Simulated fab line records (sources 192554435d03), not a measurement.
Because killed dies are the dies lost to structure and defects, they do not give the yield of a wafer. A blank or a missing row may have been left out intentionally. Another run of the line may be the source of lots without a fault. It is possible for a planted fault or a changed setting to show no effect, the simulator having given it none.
Chamber matching || flow n5_finfet || 4 sister chambers for N5_FIN_CUT_STRIP_24 on rie_diel-05
The step strips in CF4. 14 wafers are shown with their chamber, then 7 later ones without.

WAFERS, EACH WITH ITS CHAMBER
{"wafer": "L075.1", "chamber": 1, "showerhead_plenum_p_Torr (Torr)": 1.83, "throttle_valve_pct (%)": 13.16, "drypump_motor_current_A (A)": 5.4}
{"wafer": "L075.4", "chamber": 0, "showerhead_plenum_p_Torr (Torr)": 1.75, "throttle_valve_pct (%)": 13.55, "drypump_motor_current_A (A)": 6.4}
{"wafer": "L075.5", "chamber": 2, "showerhead_plenum_p_Torr (Torr)": 1.81, "throttle_valve_pct (%)": 12.94, "drypump_motor_current_A (A)": 5.8}
{"wafer": "L076.4", "chamber": 1, "showerhead_plenum_p_Torr (Torr)": 1.83, "throttle_valve_pct (%)": 13.17, "drypump_motor_current_A (A)": 5.4}
{"wafer": "L076.5", "chamber": 2, "showerhead_plenum_p_Torr (Torr)": 1.81, "throttle_valve_pct (%)": 12.96, "drypump_motor_current_A (A)": 5.7}
{"wafer": "L076.6", "chamber": 3, "showerhead_plenum_p_Torr (Torr)": 1.85, "throttle_valve_pct (%)": 13.87, "drypump_motor_current_A (A)": 5.5}
{"wafer": "L079.1", "chamber": 1, "showerhead_plenum_p_Torr (Torr)": 1.83, "throttle_valve_pct (%)": 13.16, "drypump_motor_current_A (A)": 5.4}
{"wafer": "L079.4", "chamber": 3, "showerhead_plenum_p_Torr (Torr)": 1.85, "throttle_valve_pct (%)": 13.89, "drypump_motor_current_A (A)": 5.5}
{"wafer": "L079.5", "chamber": 2, "showerhead_plenum_p_Torr (Torr)": 1.81, "throttle_valve_pct (%)": 12.96, "drypump_motor_current_A (A)": 5.7}
{"wafer": "L081.2", "chamber": 0, "showerhead_plenum_p_Torr (Torr)": 1.75, "throttle_valve_pct (%)": 13.57, "drypump_motor_current_A (A)": 6.4}
{"wafer": "L081.3", "chamber": 1, "showerhead_plenum_p_Torr (Torr)": 1.83, "throttle_valve_pct (%)": 13.18, "drypump_motor_current_A (A)": 5.4}
{"wafer": "L081.6", "chamber": 1, "showerhead_plenum_p_Torr (Torr)": 1.83, "throttle_valve_pct (%)": 13.19, "drypump_motor_current_A (A)": 5.5}
{"wafer": "L084.2", "chamber": 0, "showerhead_plenum_p_Torr (Torr)": 1.75, "throttle_valve_pct (%)": 13.57, "drypump_motor_current_A (A)": 6.4}
{"wafer": "L084.3", "chamber": 3, "showerhead_plenum_p_Torr (Torr)": 1.84, "throttle_valve_pct (%)": 13.91, "drypump_motor_current_A (A)": 5.5}

SIGNATURES, as means of the wafers listed above
{"reading": "showerhead_plenum_p_Torr", "chamber 0": 1.7500, "chamber 1": 1.8300, "chamber 2": 1.8100, "chamber 3": 1.8467, "scatter within a chamber": 0.00258}
{"reading": "throttle_valve_pct", "chamber 0": 13.5633, "chamber 1": 13.1720, "chamber 2": 12.9533, "chamber 3": 13.8900, "scatter within a chamber": 0.0142}
{"reading": "drypump_motor_current_A", "chamber 0": 6.400, "chamber 1": 5.420, "chamber 2": 5.733, "chamber 3": 5.500, "scatter within a chamber": 0.0383}
Rule: distance of a wafer from a chamber = root of the sum over the readings of ((wafer's reading minus chamber's mean) / reading's scatter) squared. If the next closest chamber is less than 2 further off than the closest, the wafer can't be placed; otherwise it belongs to the closest. The scatter: the root of (the sum of the squares of (reading less its chamber's mean) over the shown wafers, divided by (wafers less chambers)).

WAFERS WITHOUT THEIR CHAMBER
{"wafer": "L084.5", "showerhead_plenum_p_Torr (Torr)": 1.84, "throttle_valve_pct (%)": 13.90, "drypump_motor_current_A (A)": 5.5}
{"wafer": "L086.2", "showerhead_plenum_p_Torr (Torr)": 1.83, "throttle_valve_pct (%)": 13.21, "drypump_motor_current_A (A)": 5.4}
{"wafer": "L086.3", "showerhead_plenum_p_Torr (Torr)": 1.81, "throttle_valve_pct (%)": 12.98, "drypump_motor_current_A (A)": 5.7}
{"wafer": "L086.6", "showerhead_plenum_p_Torr (Torr)": 1.75, "throttle_valve_pct (%)": 13.59, "drypump_motor_current_A (A)": 6.4}
{"wafer": "L090.4", "showerhead_plenum_p_Torr (Torr)": 1.82, "throttle_valve_pct (%)": 13.22, "drypump_motor_current_A (A)": 5.4}
{"wafer": "L090.5", "showerhead_plenum_p_Torr (Torr)": 1.82, "throttle_valve_pct (%)": 13.23, "drypump_motor_current_A (A)": 5.4}
{"wafer": "L090.6", "showerhead_plenum_p_Torr (Torr)": 1.81, "throttle_valve_pct (%)": 13.00, "drypump_motor_current_A (A)": 5.7}

EACH ONE'S CHAMBER
{"wafer": "L084.5", "from the rows above": 3, "in truth": 3}
{"wafer": "L086.2", "from the rows above": 1, "in truth": 1}
{"wafer": "L086.3", "from the rows above": 2, "in truth": 2}
{"wafer": "L086.6", "from the rows above": 0, "in truth": 0}
{"wafer": "L090.4", "from the rows above": 1, "in truth": 1}
{"wafer": "L090.5", "from the rows above": 1, "in truth": 1}
{"wafer": "L090.6", "from the rows above": 2, "in truth": 2}
Correct placement for 7 of the 7. From these rows, 0 cannot be placed. 0 placed wrongly.
